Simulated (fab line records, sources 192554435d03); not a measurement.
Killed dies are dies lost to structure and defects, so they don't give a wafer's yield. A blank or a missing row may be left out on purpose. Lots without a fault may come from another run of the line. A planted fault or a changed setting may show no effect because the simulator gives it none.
Which tool did it? | flow n5_finfet | 11 lots, 30 wafers sampled, at 5 steps of a route of 1938

WHAT THE GAUGES READ, wafer by wafer
N5_BEOL_M4_RC_MEAS_101. Usual: DIBL_N 36.1 mV/V, standard deviation 1.7; DIBL_P 35.9 mV/V, standard deviation 2.1; IOFF_N 0.154 nA/um, standard deviation 0.029; IOFF_P 0.21 nA/um, standard deviation 0.035; ION_N 673 uA/um, standard deviation 10; ION_P 463 uA/um, standard deviation 7.5; SS_N 71.6 mV/dec, standard deviation 0.59; SS_P 73.2 mV/dec, standard deviation 0.69; VT_N 250.5 mV, standard deviation 2.9; VT_P -250 mV, standard deviation 3.2.
lot  | measured     | on        | DIBL_N (mV/V)  | DIBL_P (mV/V)  | IOFF_N (nA/um)    | IOFF_P (nA/um) | ION_N (uA/um) | ION_P (uA/um) | SS_N (mV/dec)  | SS_P (mV/dec)  | VT_N (mV)         | VT_P (mV)      | flag
L244 | day 8 05:05  | prober-01 | 39.6 37.8 38.2 | 38.2 35.8 36.4 | 0.231 0.185 0.194 | 0.30 0.25 0.26 | 687 672 683   | 465 468 464   | 71.7 72.2 72.5 | 74.2 74.4 73.7 | 244.0 250.5 248.7 | -247 -246 -247 |
L245 | day 9 04:24  | prober-01 | 35.0 36.1 37.3 | 35.2 37.3 37.2 | 0.160 0.185 0.194 | 0.23 0.26 0.26 | 683 693 682   | 467 474 469   | 70.9 71.6 71.8 | 73.1 73.2 73.5 | 246.9 248.3 245.2 | -249 -245 -247 |
L246 | day 9 07:53  | prober-01 | 36.0 36.3 38.3 | 36.4 36.3 39.3 | 0.148 0.160 0.189 | 0.21 0.22 0.27 | 673 675 690   | 468 465 474   | 71.7 70.9 71.7 | 73.7 73.5 74.4 | 253.1 252.2 247.2 | -250 -247 -246 |
L247 | day 9 14:58  | prober-02 | 34.4 39.7 37.1 | 34.3 39.3 37.0 | 0.115 0.204 0.149 | 0.14 0.20 0.18 | 653 664 666   | 443 447 453   | 70.9 72.2 72.0 | 71.9 73.8 73.4 | 253.0 248.9 252.5 | -259 -254 -256 |
L250 | day 10 08:25 | prober-01 | 38.0 37.1 38.6 | 38.1 36.7 38.0 | 0.166 0.147 0.166 | 0.24 0.21 0.23 | 675 674 669   | 465 466 463   | 71.7 71.3 72.2 | 73.9 73.9 74.0 | 249.4 251.3 250.2 | -245 -249 -248 |
L255 | day 11 12:33 | prober-01 | 35.5 38.1      | 33.6 36.0      | 0.129 0.174       | 0.17 0.21      | 671 686       | 458 459       | 71.4 71.9      | 73.4 73.2      | 253.9 246.4       | -256 -250      |
L257 | day 12 03:58 | prober-02 | 36.9 36.1      | 36.6 36.0      | 0.160 0.148       | 0.22 0.20      | 668 674       | 460 460       | 72.4 71.6      | 73.3 73.1      | 250.9 252.0       | -250 -251      |
L254 | day 11 15:58 | prober-02 | 33.6 33.6      | 33.4 33.1      | 0.137 0.119       | 0.19 0.18      | 669 661       | 463 460       | 71.1 71.2      | 73.1 72.8      | 251.4 252.9       | -253 -253      |
L258 | day 12 15:35 | prober-01 | 35.5 35.6 34.0 | 36.0 37.0 34.9 | 0.133 0.142 0.113 | 0.21 0.23 0.19 | 670 665 665   | 466 469 466   | 71.0 70.6 71.3 | 73.6 73.3 72.9 | 254.2 249.0 253.2 | -249 -248 -248 |
L262 | day 14 07:14 | prober-02 | 35.9 36.0 33.0 | 35.2 34.9 30.4 | 0.152 0.143 0.097 | 0.19 0.19 0.14 | 674 679 644   | 460 467 442   | 72.0 72.0 71.3 | 72.5 72.0 71.1 | 250.7 252.1 255.1 | -249 -254 -257 |
L266 | day 14 10:16 | prober-02 | 36.6 36.2 38.7 | 33.7 33.5 37.3 | 0.141 0.131 0.171 | 0.17 0.17 0.21 | 670 669 675   | 458 457 456   | 71.2 70.7 71.6 | 73.6 72.3 73.7 | 252.5 253.5 247.2 | -254 -254 -250 |

WHICH TOOL RAN EACH LOT (tool, then ch and the chambers of the sampled wafers, then the start)
lot  | N5_BEOL_M1_ANNEAL_80         | N5_BEOL_M1_ANNEAL_95         | N5_BEOL_M1_CO_CAP_55             | N5_BEOL_M1_DEP_57
L244 | pvd_sputter-02, day 6 17:52  | pvd_sputter-02, day 6 19:11  | cvd_co-01 ch 0,2, day 6 20:11    | pecvd-03 ch 0,2, day 6 20:19
L245 | pvd_sputter-03, day 7 05:19  | pvd_sputter-03, day 7 06:38  | cvd_co-02 ch 1,2, day 7 07:38    | pecvd-03 ch 1,2, day 7 07:46
L246 | pvd_sputter-03, day 7 07:35  | pvd_sputter-03, day 7 08:54  | cvd_co-01 ch 0,2, day 7 09:54    | pecvd-04 ch 0,1,2, day 7 10:01
L247 | pvd_sputter-01, day 7 20:42  | pvd_sputter-01, day 7 22:01  | cvd_co-01 ch 0,1, day 7 23:06    | pecvd-02 ch 0,1, day 7 23:13
L250 | pvd_sputter-02, day 8 05:17  | pvd_sputter-02, day 8 06:36  | cvd_co-01 ch 0,1, day 8 07:46    | pecvd-04 ch 1,2, day 8 07:53
L255 | pvd_sputter-03, day 9 19:38  | pvd_sputter-03, day 9 20:58  | cvd_co-01 ch 0,1, day 9 21:58    | pecvd-04 ch 1, day 9 22:06
L257 | pvd_sputter-01, day 9 20:56  | pvd_sputter-01, day 9 22:16  | cvd_co-01 ch 1,2, day 9 23:16    | pecvd-03 ch 0,2, day 9 23:23
L254 | pvd_sputter-01, day 9 22:47  | pvd_sputter-01, day 10 00:06 | cvd_co-01 ch 0,2, day 10 01:07   | pecvd-02 ch 1, day 10 01:14
L258 | pvd_sputter-02, day 10 13:19 | pvd_sputter-02, day 10 14:38 | cvd_co-02 ch 0,2, day 10 15:38   | pecvd-04 ch 0,1,2, day 10 15:46
L262 | pvd_sputter-03, day 11 11:34 | pvd_sputter-03, day 11 12:53 | cvd_co-02 ch 1,2, day 11 13:55   | pecvd-02 ch 0,1,2, day 11 14:04
L266 | pvd_sputter-02, day 12 06:38 | pvd_sputter-02, day 12 07:57 | cvd_co-02 ch 0,1,2, day 12 08:58 | pecvd-04 ch 0,1,2, day 12 09:05
- N5_BEOL_M1_ANNEAL_80: time 240 s.
- N5_BEOL_M1_ANNEAL_95: time 240 s.
- N5_BEOL_M1_CO_CAP_55: material Co, precursor CCTBA/H2, target thk 2 nm, time 102.1 s.
- N5_BEOL_M1_DEP_57: deposits SiCN from 3MS/NH3, target thk 8 nm, time 14 s.

WHAT THE TOOLS THEMSELVES READ (means of the sampled wafers that have a number; where no wafer has one, the mark that the record gives instead)
N5_BEOL_M1_ANNEAL_80. Usual: heater_power_w 819 W, standard deviation 69.
lot  | tool           | heater_power_w (W) | flag
L244 | pvd_sputter-02 | 852                |
L245 | pvd_sputter-03 | 830                |
L246 | pvd_sputter-03 | 770                |
L247 | pvd_sputter-01 | 817                |
L250 | pvd_sputter-02 | 877                |
L255 | pvd_sputter-03 | 776                |
L257 | pvd_sputter-01 | 784                |
L254 | pvd_sputter-01 | 810                |
L258 | pvd_sputter-02 | 851                |
L262 | pvd_sputter-03 | 816                |
L266 | pvd_sputter-02 | 789                |

N5_BEOL_M1_ANNEAL_95. Usual: heater_power_w 816 W, standard deviation 68.
lot  | tool           | heater_power_w (W) | flag
L244 | pvd_sputter-02 | 860                |
L245 | pvd_sputter-03 | 829                |
L246 | pvd_sputter-03 | 766                |
L247 | pvd_sputter-01 | 791                |
L250 | pvd_sputter-02 | 872                |
L255 | pvd_sputter-03 | 778                |
L257 | pvd_sputter-01 | 774                |
L254 | pvd_sputter-01 | 824                |
L258 | pvd_sputter-02 | 842                |
L262 | pvd_sputter-03 | 818                |
L266 | pvd_sputter-02 | 796                |

N5_BEOL_M1_CO_CAP_55. Usual: heater_power_w 223 W, standard deviation 17; run_length_s 125.0 s, standard deviation 0.5.
lot  | tool      | heater_power_w (W) | run_length_s (s) | flag
L244 | cvd_co-01 | 217                | 124.6            |
L245 | cvd_co-02 | 224                | 125.1            |
L246 | cvd_co-01 | 217                | 125.0            |
L247 | cvd_co-01 | 237                | 125.2            |
L250 | cvd_co-01 | 232                | 124.9            |
L255 | cvd_co-01 | 233                | 109.4            | OFF
L257 | cvd_co-01 | 227                | 109.9            | OFF
L254 | cvd_co-01 | 217                | 93.8             | OFF
L258 | cvd_co-02 | 215                | 125.3            |
L262 | cvd_co-02 | 205                | 124.8            |
L266 | cvd_co-02 | 220                | 124.7            |

N5_BEOL_M1_DEP_57. Usual: showerhead_plenum_p_Torr 3.666 Torr, standard deviation 0.011; showerhead_vpp_V 855 V, standard deviation 23; throttle_valve_pct 8.9 %, standard deviation 0.65.
lot  | tool     | showerhead_plenum_p_Torr (Torr) | showerhead_vpp_V (V) | throttle_valve_pct (%) | flag
L244 | pecvd-03 | 3.674                           | 849                  | 8.8                    |
L245 | pecvd-03 | 3.660                           | 847                  | 8.2                    |
L246 | pecvd-04 | 3.676                           | 865                  | 8.9                    |
L247 | pecvd-02 | 3.670                           | 879                  | 8.7                    |
L250 | pecvd-04 | 3.682                           | 868                  | 9.0                    |
L255 | pecvd-04 | 3.667                           | 871                  | 8.8                    |
L257 | pecvd-03 | 3.673                           | 844                  | 9.1                    |
L254 | pecvd-02 | 3.654                           | 814                  | 8.9                    |
L258 | pecvd-04 | 3.669                           | 875                  | 8.9                    |
L262 | pecvd-02 | 3.659                           | 865                  | 8.6                    |
L266 | pecvd-04 | 3.672                           | 861                  | 8.9                    |

THE ANSWER, worked out from the rows above alone
Rule: a lot is off if the mean of its wafers that have a number lies more than 3 standard deviations from the usual mean. A lot without any number at a reading at which 4 lots or more have one is off too. The other lots that the step has rows for count as sound. The gauges are gone through in route order, then the tools' own readings, and for those a lot's mean is taken as printed above. The first step at which some lot is off is used, and at that step the reading that is off furthest; a lot without a number counts as furthest.
Off: L255, L257, L254, at N5_BEOL_M1_CO_CAP_55 (run_length_s).
A tool fits if, at that step or a process step before it, it ran every lot that is off, and no sound lot after the first of them. One fits: cvd_co-01 at N5_BEOL_M1_CO_CAP_55. Its last sound lot is L250 (day 8 07:46), its first lot that is off L255 (day 9 21:58): a fault that began between those two fits.
The tool's own readings at N5_BEOL_M1_CO_CAP_55 bear it out: on the lots that are off they differ by more than 5 times the standard deviation of the sound lots' means. run_length_s reads 104.4 s there against 125.0 s on the sound lots.

WHAT THE SIMULATOR HAD PUT IN
Process parameter drift: cvd_co-01, from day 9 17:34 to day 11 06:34, at N5_BEOL_M1_CO_CAP_55. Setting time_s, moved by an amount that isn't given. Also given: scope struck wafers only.
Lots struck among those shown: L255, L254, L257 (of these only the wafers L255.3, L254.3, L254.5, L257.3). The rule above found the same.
